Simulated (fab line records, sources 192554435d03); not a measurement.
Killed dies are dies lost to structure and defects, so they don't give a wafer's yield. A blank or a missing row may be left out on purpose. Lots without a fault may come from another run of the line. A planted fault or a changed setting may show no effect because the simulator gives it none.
A struck lot beside a sound one | flow n5_finfet | 40 steps out of a route of 1938
Sound: wafers L733.3, L733.5, L733.6. Struck: wafer L725.5. (L725.4 of the same lot was not struck and is left out.) The cause comes at the end.
At each step with rows: each side's tool, then ch and its chambers, then its first start. Under that, the readings that differ: sound wafers | struck wafers | difference of the means | sigmas: that difference in standard deviations of wafers without a fault.
alike: readings whose means differ by less than 2 such deviations, and words and numbers that are the same on both sides. not compared: withheld readings, readings that some wafer has no value for, bounds like >300 that may hide the same value, and numbers for which the record gives no deviation and whose values overlap.
The two part at a step that has a row with sigmas, a row that says differs or no value, or rows on one side only. Numbers that don't overlap but have no deviation are shown without sigmas and don't part them. A reading that every wafer of one side lacks parts them only if that side has two wafers or more.

first, 11 steps without rows for these wafers: N5_GATE_CUT_ETCHBACK_00 (etches W in SF6/Cl2); N5_GATE_CUT_ETCH_56 (etches TiN in Cl2/Ar, target depth 21.6 nm); N5_GATE_CUT_ETCHBACK_30 (etches TiN in Cl2/Ar, target depth 3 nm); N5_GATE_CUT_VAPOR_ETCH_60 (etches HfO2 in BCl3/Cl2); N5_GATE_CUT_ETCH_58 (etches SiNx in CH3F/O2, target depth 17 nm, time 128.6 s); N5_GATE_CUT_STRIP_59 (strips in N2/H2, time 20 s); N5_GATE_CUT_PRECLEAN_31 (cleans in DIW, time 300 s); N5_GATE_CUT_SRD_32 (time 30 s); N5_GATE_CUT_SAC_CAP_01 (material SiNx, target thk 24 nm, pulse time 1 s, ald cycles 480); N5_GATE_CUT_PECVD_57 (deposits SiNx from SiH4/NH3/N2, target thk 21 nm); N5_GATE_CUT_CMP_02 (polishes, stops on SiO2, t overpolish 12.7 s, target thk 0 nm).
N5_GATE_CUT_HM_DEP_46: deposits SiO2 from TEOS/O2, target thk 130 nm, time 26.6 s.
  sound on pecvd-02 ch 0,1,2, day 9 18:20; struck on pecvd-01 ch 0, day 7 21:11
  reading                                      | sound             | struck | difference | sigmas
  showerhead_plenum_p_Torr (Torr)              | 8.34 8.30 8.32    | 8.41   | +0.09      | +2
  model.SiO2_of_GATE_CUT_HM_DEP_46.thk_nm (nm) | 130.4 128.8 131.8 | 141.6  | +11.3      |
  alike: chamber_pressure_Torr, heater_power_outer_w, heater_power_w, throttle_valve_pct
then, 15 steps without rows for these wafers: N5_GATE_CUT_COAT_34 (time 60 s, resist thk 60 nm); N5_GATE_CUT_COAT_35 (time 60 s, resist thk 10 nm); N5_GATE_CUT_COAT_27 (time 60 s, resist thk 10 nm); N5_GATE_CUT_COAT_07 (resist thk 30 nm); N5_GATE_CUT_EBR_09; N5_GATE_CUT_SOFTBAKE_08 (time 60 s); N5_GATE_CUT_EXPOSE_10 (exposes mask GATE CUT, target cd 20 nm); N5_GATE_CUT_PEB_11 (peb time 60 s); N5_GATE_CUT_DEVELOP_12 (develop time 30 s); N5_GATE_CUT_DESCUM_18 (chemistry O2, time 7 s); N5_GATE_CUT_ETCH_28 (etches underlayer in N2/H2, target depth 13 nm, time 10.4 s); N5_GATE_CUT_ETCH_36 (etches SiARC in CF4, target depth 13 nm, time 21.7 s); N5_GATE_CUT_ETCH_37 (etches SOC in N2/H2, target depth 60 nm, overetch 12 nm, time 90 s); N5_GATE_CUT_STRIP_38 (strips in N2/H2); N5_GATE_CUT_STRIP_39 (strips in N2/H2).
N5_GATE_CUT_HM_OPEN_40: chemistry C4F6/O2, target SiO2, target depth 139 nm, time 85.1 s.
  sound on rie_diel-05 ch 0,1, day 9 20:44; struck on rie_diel-05 ch 0, day 7 21:55
  reading                                   | sound             | struck | difference | sigmas
  model.etch.depth_nm (nm)                  | 130.4 128.8 131.9 | 141.5  | +11.1      |
  model.SOC_of_GATE_CUT_COAT_34.thk_nm (nm) | 33.2 33 33        | 30.6   | -2.5       |
  alike: C4F6_flow_sccm, drypump_motor_current_A, etch_rf_on_time_s, oes_product_au, rf_vpp_V, showerhead_plenum_p_Torr, throttle_valve_pct
  not compared: rf_hours_counter_h
then, 10 steps without rows for these wafers: N5_GATE_CUT_STRIP_41 (strips in CF4); N5_GATE_CUT_STRIP_42 (strips in O2); N5_GATE_CUT_ETCH_19 (etches SiNx in CH3F/O2, target depth 53.7 nm, time 76.7 s); N5_GATE_CUT_CUT_ETCH_53 (etches W in SF6/Cl2, target depth 79.2 nm); N5_GATE_CUT_CUT_ETCH_54 (etches TiN in Cl2/BCl3, target depth 96.7 nm); N5_GATE_CUT_CUT_ETCH_55 (etches HfO2 in BCl3, target depth 3.2 nm); N5_GATE_CUT_ETCH_47 (etches SiO2 in Cl2/BCl3, target depth 10 nm); N5_GATE_CUT_VAPOR_ETCH_48 (etches TiN in BCl3/Cl2); N5_GATE_CUT_VAPOR_ETCH_49 (etches TiAlC in BCl3/Cl2); N5_GATE_CUT_VAPOR_ETCH_51 (etches HfO2 in BCl3/Cl2).
N5_GATE_CUT_THK_MEAS_24:
  sound on film_metro-02, day 9 23:35; struck on film_metro-02, day 8 00:22
  reading          | sound             | struck | difference | sigmas
  GC_FILL_THK (nm) | 220.1 217.6 221.1 | 230.7  | +11.1      | +5
N5_GATE_CUT_CMP_43: polishes SiO2.
  sound on cmp-03 ch 1,2, day 9 23:41; struck on cmp-03 ch 0, day 8 00:37
  reading                                      | sound | struck | difference | sigmas
  model.SiO2_of_GATE_CUT_HM_DEP_46.thk_nm (nm) | 5 5 5 | 5.6    | +0.6       |
  alike: motor_current_A
  not compared: pad_life_wafers

WHERE THEY PART
First at N5_GATE_CUT_HM_DEP_46; last, within this record, at N5_GATE_CUT_THK_MEAS_24. Later steps at which nothing parts them and some readings are alike: N5_GATE_CUT_CMP_43.

WHY: what the simulator had put in
Process parameter drift: pecvd-01, from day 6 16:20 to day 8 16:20, at N5_GATE_CUT_HM_DEP_46. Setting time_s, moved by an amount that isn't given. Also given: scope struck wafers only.
